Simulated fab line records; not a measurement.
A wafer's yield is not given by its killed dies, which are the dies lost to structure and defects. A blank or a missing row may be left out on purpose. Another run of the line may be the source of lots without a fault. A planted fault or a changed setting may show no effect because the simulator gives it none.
Which tool is to blame? | flow n5Finfet | 36 wafers from 12 lots sampled at 4 of the route's 1938 steps

## WHAT THE GAUGES READ, wafer by wafer
N5_BEOL_M15_RS_MEAS_54: measures by four-point-probe.
lot  | measured     | on           | M15_RS (ohm/sq)
L075 | day 12 17:14 | filmMetro-02 | 0.0213 0.0216 0.0213
L077 | day 14 03:32 | filmMetro-02 | 0.0221 0.0211 0.0220
L078 | day 14 10:32 | filmMetro-02 | 0.0209 0.0211 0.0217
L081 | day 15 05:57 | filmMetro-02 | 0.0212 0.0222 0.0222
L080 | day 15 23:53 | filmMetro-02 | 0.0215 0.0209 0.0219
L085 | day 16 01:09 | filmMetro-01 | 0.0217 0.0221 0.0212
L086 | day 16 14:27 | filmMetro-01 | 0.0216 0.0211 0.0221
L091 | day 16 16:13 | filmMetro-01 | 0.0220 0.0214 0.0211
L092 | day 17 13:52 | filmMetro-02 | 0.0213 0.0215 0.0220
L093 | day 18 04:22 | filmMetro-01 | 0.0222 0.0211 0.0214
L095 | day 18 10:37 | filmMetro-02 | 0.0219 0.0219 0.0214
L097 | day 19 05:46 | filmMetro-01 | 0.0214 0.0214 0.0217

## EACH LOT AND THE TOOL THAT RAN IT (in order: tool; ch and the chambers of the sampled wafers; start)
lot  | N5_BEOL_M15_PRE_CLEAN_42    | N5_BEOL_M15_SPUTTER_45      | N5_BEOL_M15_CMP_49
L075 | pvdSputter-01, day 12 15:40 | pvdSputter-01, day 12 15:52 | cmp-04 ch 1,2,3, day 12 16:51
L077 | pvdSputter-02, day 14 02:03 | pvdSputter-02, day 14 02:15 | cmp-01 ch 0,1,3, day 14 03:14
L078 | pvdSputter-02, day 14 09:15 | pvdSputter-02, day 14 09:27 | cmp-01 ch 0,2,3, day 14 10:11
L081 | pvdSputter-01, day 15 03:56 | pvdSputter-01, day 15 04:08 | cmp-04 ch 0,1, day 15 05:32
L080 | pvdSputter-01, day 15 22:35 | pvdSputter-01, day 15 22:47 | cmp-01 ch 0,2,3, day 15 23:30
L085 | pvdSputter-01, day 15 23:50 | pvdSputter-01, day 16 00:02 | cmp-03 ch 0,2,3, day 16 00:49
L086 | pvdSputter-01, day 16 10:58 | pvdSputter-01, day 16 11:10 | cmp-03 ch 1,2, day 16 14:04
L091 | pvdSputter-03, day 16 14:52 | pvdSputter-03, day 16 15:05 | cmp-04 ch 1,2,3, day 16 15:48
L092 | pvdSputter-03, day 17 12:33 | pvdSputter-03, day 17 12:45 | cmp-01 ch 1,2,3, day 17 13:26
L093 | pvdSputter-03, day 18 03:05 | pvdSputter-03, day 18 03:17 | cmp-03 ch 0,2,3, day 18 03:56
L095 | pvdSputter-01, day 18 09:05 | pvdSputter-01, day 18 09:17 | cmp-01 ch 1,2,3, day 18 10:12
L097 | pvdSputter-01, day 19 04:28 | pvdSputter-01, day 19 04:40 | cmp-03 ch 0,1,2, day 19 05:23
- N5_BEOL_M15_PRE_CLEAN_42: time 30 s.
- N5_BEOL_M15_SPUTTER_45: material Cu, target thk 100 nm, time 16.67 s.
- N5_BEOL_M15_CMP_49: polishes, stops on SiO2, t overpolish 4.9 s, target thk 850 nm.

## THE ANSWER, worked out from the rows above alone
Rule: usual is defined by the lots themselves. Put in order of their means at a reading, lots are off if they are a third of the lots or fewer, leave a main group of 4 or more, and stand apart from it by a gap of 3 or more times the standard deviation of the main group's means; of several such gaps the widest counts. The tables above print the reading to a certain number of digits; a main group whose means all agree to those digits is not used. Also off: a lot with no number at a reading for which 4 or more lots have one. Any other lot the step has rows for is counted as sound.
No lot is off at any reading shown: from this, nothing can be told.

## WHAT THE SIMULATOR HAD INSERTED
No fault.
